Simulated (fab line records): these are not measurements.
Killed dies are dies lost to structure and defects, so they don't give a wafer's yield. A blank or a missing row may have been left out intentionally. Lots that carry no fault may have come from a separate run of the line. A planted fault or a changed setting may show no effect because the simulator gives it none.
Which tool is to blame? ; flow nandHarc ; 11 lots, 33 wafers sampled, at 3 steps of a route of 1302

== WHAT THE GAUGES SHOWED, per wafer ==
NHARC_A_SLIT_CD_MEAS_09: target cd 300 nm. Usual: cdNm 299.9 nm, standard deviation 0.4.
lot;measured;on;cdNm (nm);flag
L737;day 19 16:54;cdSem-02;300.0 299.6 299.8;
L739;day 20 13:29;cdSem-03;300.1 300.0 300.1;
L740;day 20 13:39;cdSem-03;300.0 299.9 300.4;
L738;day 22 19:11;cdSem-01;300.2 299.9 299.5;
L750;day 25 12:23;cdSem-03;295.7 295.7 295.9;OFF
L752;day 25 20:17;cdSem-03;297.1 297.0 296.7;OFF
L753;day 25 22:36;cdSem-01;299.7 299.7 299.6;
L751;day 25 23:13;cdSem-01;296.3 296.8 296.4;OFF
L754;day 26 09:08;cdSem-01;300.1 300.2 300.5;
L758;day 28 16:12;cdSem-02;300.4 300.8 300.4;
L759;day 28 18:23;cdSem-01;299.8 299.8 300.1;

== WHAT TOOL EACH LOT RAN ON (gives the tool, then ch and the chambers of the sampled wafers, and finally the start) ==
lot;NHARC_A_SLIT_DEP_00;NHARC_A_SLIT_EXPOSE_06
L737;aclDep-01 ch 0, day 19 13:08;arfiScanner-03 ch 0, day 19 16:46
L739;aclDep-02 ch 0, day 20 08:41;arfiScanner-02 ch 0, day 20 13:21
L740;aclDep-03 ch 0, day 20 08:46;arfiScanner-01 ch 0, day 20 13:30
L738;aclDep-02 ch 0, day 22 14:43;arfiScanner-03 ch 0, day 22 19:02
L750;aclDep-03 ch 0, day 25 08:00;arfiScanner-03 ch 0, day 25 12:15
L752;aclDep-02 ch 0, day 25 15:56;arfiScanner-03 ch 0, day 25 20:08
L753;aclDep-01 ch 0, day 25 18:08;arfiScanner-02 ch 0, day 25 22:28
L751;aclDep-03 ch 0, day 25 18:46;arfiScanner-03 ch 0, day 25 23:04
L754;aclDep-03 ch 0, day 26 05:17;arfiScanner-02 ch 0, day 26 09:00
L758;aclDep-03 ch 0, day 28 11:40;arfiScanner-02 ch 0, day 28 16:04
L759;aclDep-01 ch 0, day 28 14:03;arfiScanner-01 ch 0, day 28 18:14
- NHARC_A_SLIT_DEP_00: deposits aC, target thk 6200 nm.
- NHARC_A_SLIT_EXPOSE_06: exposes mask SLIT.

== AS READ BY THE TOOLS THEMSELVES (means over the sampled wafers that have a number; for cases with no such wafer, the mark the record gives instead) ==
NHARC_A_SLIT_DEP_00. Usual: throttleValvePct 35.000 %, standard deviation 0.0086.
lot;tool;throttleValvePct (%);flag
L737;aclDep-01;35.003;
L739;aclDep-02;34.996;
L740;aclDep-03;35.008;
L738;aclDep-02;35.007;
L750;aclDep-03;35.004;
L752;aclDep-02;34.994;
L753;aclDep-01;34.997;
L751;aclDep-03;35.003;
L754;aclDep-03;35.003;
L758;aclDep-03;35.003;
L759;aclDep-01;34.998;

NHARC_A_SLIT_EXPOSE_06. Usual: exposureDoseMJCm2 60.80, standard deviation 0.059; reticleTempC 23.00 C, standard deviation 0.11.
lot;tool;exposureDoseMJCm2;reticleTempC (C);flag
L737;arfiScanner-03;60.78;23.04;
L739;arfiScanner-02;60.72;23.08;
L740;arfiScanner-01;60.84;23.16;
L738;arfiScanner-03;60.81;22.91;
L750;arfiScanner-03;55.70;23.07;OFF
L752;arfiScanner-03;56.75;23.10;OFF
L753;arfiScanner-02;60.82;23.10;
L751;arfiScanner-03;57.50;22.98;OFF
L754;arfiScanner-02;60.80;23.04;
L758;arfiScanner-02;60.84;23.25;
L759;arfiScanner-01;60.84;23.00;

== THE ANSWER, worked out from the rows above alone ==
Rule: lot off if the mean of its wafers having a number is beyond 3 standard deviations from the usual mean. Also off: a lot with no number at a reading for which 4 or more lots have one. Any other lot the step has rows for is counted as sound. After the gauges, taken in route order, come the tools' own readings; for these a lot's mean is taken, as printed above. At the first step where some lot is off, the reading lying furthest off is the one used; lots without a number count as furthest.
Off: L750, L752, L751, at NHARC_A_SLIT_CD_MEAS_09 (cdNm).
If a tool, at a process step before that reading, ran all the lots that are off and no sound lot after the first of them, it fits. Not tried: the gauges at NHARC_A_SLIT_CD_MEAS_09; whatever is off there is also off at NHARC_A_SLIT_EXPOSE_06, on other tools, and gauge error can't account for it. One candidate fits, namely arfiScanner-03 at NHARC_A_SLIT_EXPOSE_06. A fault onset in the window from L738 (day 22 19:02, its last sound lot) to L750 (day 25 12:15, its first lot off) fits.
The tool's own readings at NHARC_A_SLIT_EXPOSE_06 bear it out: on the lots that are off they differ by more than 5 times the standard deviation of the sound lots' means. exposureDoseMJCm2 reads 56.65 there against 60.81 on the sound lots.

== WHAT HAD BEEN PUT IN BY THE SIMULATOR ==
Process parameters drifting: arfiScanner-03 at NHARC_A_SLIT_EXPOSE_06, beginning at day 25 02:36. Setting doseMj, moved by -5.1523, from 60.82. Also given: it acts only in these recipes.
Struck lots among those shown: L750, L752, L751. The rule given above showed the same thing.
